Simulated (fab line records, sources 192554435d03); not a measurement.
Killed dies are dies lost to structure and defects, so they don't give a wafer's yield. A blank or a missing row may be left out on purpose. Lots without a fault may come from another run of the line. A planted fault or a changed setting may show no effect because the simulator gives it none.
A struck lot beside a sound one | flow n5_finfet | 15 steps out of a route of 1938
Sound: wafers L511.1, L511.5, L511.6. Struck: wafer L515.2. (L515.1, L515.4 of the same lot were not struck and are left out.) The cause comes at the end.
At each step with rows: each side's tool, then ch and its chambers, then its first start. Under that, the readings that differ: sound wafers | struck wafers | difference of the means | sigmas: that difference in standard deviations of wafers without a fault.
alike: readings whose means differ by less than 2 such deviations, and words and numbers that are the same on both sides. not compared: withheld readings, readings that some wafer has no value for, bounds like >300 that may hide the same value, and numbers for which the record gives no deviation and whose values overlap.
The two part at a step that has a row with sigmas, a row that says differs or no value, or rows on one side only. Numbers that don't overlap but have no deviation are shown without sigmas and don't part them. A reading that every wafer of one side lacks parts them only if that side has two wafers or more.

first, 5 steps without rows for these wafers: N5_BEOL_M1_EBR_24; N5_BEOL_M1_SOFTBAKE_23 (time 60 s); N5_BEOL_M1_EXPOSE_25 (exposes mask V0, defocus 5 nm, target cd 24 nm); N5_BEOL_M1_PEB_26 (peb time 60 s); N5_BEOL_M1_DEVELOP_27 (develop time 30 s).
N5_BEOL_M1_CD_MEAS_28: target cd y 23.3 nm.
  sound on cd_sem-02 ch 0, day 7 15:34; struck on cd_sem-01 ch 0, day 8 12:11
  alike: cd_nm
N5_BEOL_M1_OVL_MEAS_29:
  sound on overlay-02 ch 0, day 7 15:36; struck on overlay-02 ch 0, day 8 12:13
  alike: V0_OVL
N5_BEOL_M1_INSPECT_30: inspects for defects (brightfield).
  sound on defect_inspect-01, day 7 15:40; struck on defect_inspect-02, day 8 12:17
  alike: raw_defect_count
N5_BEOL_M1_DESCUM_33: chemistry O2, time 7 s.
  sound on rie_diel-02 ch 0,1,2, day 7 15:41; struck on rie_diel-04 ch 0, day 8 12:19
  alike: drypump_motor_current_A, o2_flow_sccm, oes_product_au, rf_vpp_V, showerhead_plenum_p_Torr, throttle_valve_pct
  not compared: rf_hours_counter_h
N5_BEOL_M1_ETCH_77: etches underlayer in N2/H2, target depth 6.5 nm, time 5.2 s.
  sound on rie_diel-02 ch 0,1,2, day 7 15:44; struck on rie_diel-04 ch 0, day 8 12:21
  alike: drypump_motor_current_A, etch_rf_on_time_s, oes_product_au, rf_vpp_V, showerhead_plenum_p_Torr, throttle_valve_pct
  not compared: rf_hours_counter_h
N5_BEOL_M1_ETCH_69: etches SiARC in CF4, target depth 15.6 nm, time 26 s.
  sound on rie_diel-02 ch 0,1,2, day 7 15:44; struck on rie_diel-04 ch 0, day 8 12:22
  alike: cf4_flow_sccm, drypump_motor_current_A, etch_rf_on_time_s, oes_product_au, rf_vpp_V, showerhead_plenum_p_Torr, throttle_valve_pct
  not compared: rf_hours_counter_h
N5_BEOL_M1_ALD_98: deposits SiO2, target thk 2.5 nm, pulse time 1 s, co reactant pulse time 1 s.
  sound on ald_sin-04 ch 0,1,2, day 7 15:50; struck on ald_sin-02 ch 0, day 8 12:27
  alike: heater_power_w, precursor_pulse_height_rel
N5_BEOL_M1_ETCHBACK_99: etches SiO2 in CHF3, target depth 5 nm, time 10.4 s.
  sound on rie_diel-02 ch 1,2,3, day 7 17:22; struck on rie_diel-04 ch 2, day 8 16:22
  reading                                      | sound          | struck | difference | sigmas
  oes_product_au (a.u.)                        | 0.95 0.89 0.97 | 1.20   | +0.26      | +3
  model.CAR-EUV_of_BEOL_M1_COAT_22.thk_nm (nm) | 10.2 10.4 10.2 | 9.8    | -0.5       |
  alike: drypump_motor_current_A, rf_vpp_V, showerhead_plenum_p_Torr, throttle_valve_pct
  not compared: rf_hours_counter_h
N5_BEOL_M1_ETCH_70: etches SOC in N2/H2, target depth 80 nm, overetch 16 nm, time 120 s.
  sound on rie_diel-02 ch 1,2,3, day 7 17:24; struck on rie_diel-04 ch 2, day 8 16:25
  alike: drypump_motor_current_A, oes_product_au, rf_vpp_V, showerhead_plenum_p_Torr, throttle_valve_pct
  not compared: rf_hours_counter_h
N5_BEOL_M4_RC_MEAS_101:
  sound on prober-02 ch 0, day 10 01:42; struck on prober-01 ch 0, day 10 08:58
  alike: DIBL_N, DIBL_P, IOFF_N, IOFF_P, ION_N, ION_P, SS_N, SS_P, VT_N, VT_P

WHERE THEY PART
Only at N5_BEOL_M1_ETCHBACK_99, within this record. Later steps at which nothing parts them and some readings are alike: N5_BEOL_M1_ETCH_70, N5_BEOL_M4_RC_MEAS_101.

WHY: what the simulator had put in
Process parameter drift: rie_diel-04, from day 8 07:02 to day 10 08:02, at N5_BEOL_M1_ETCHBACK_99. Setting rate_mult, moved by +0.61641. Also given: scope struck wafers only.
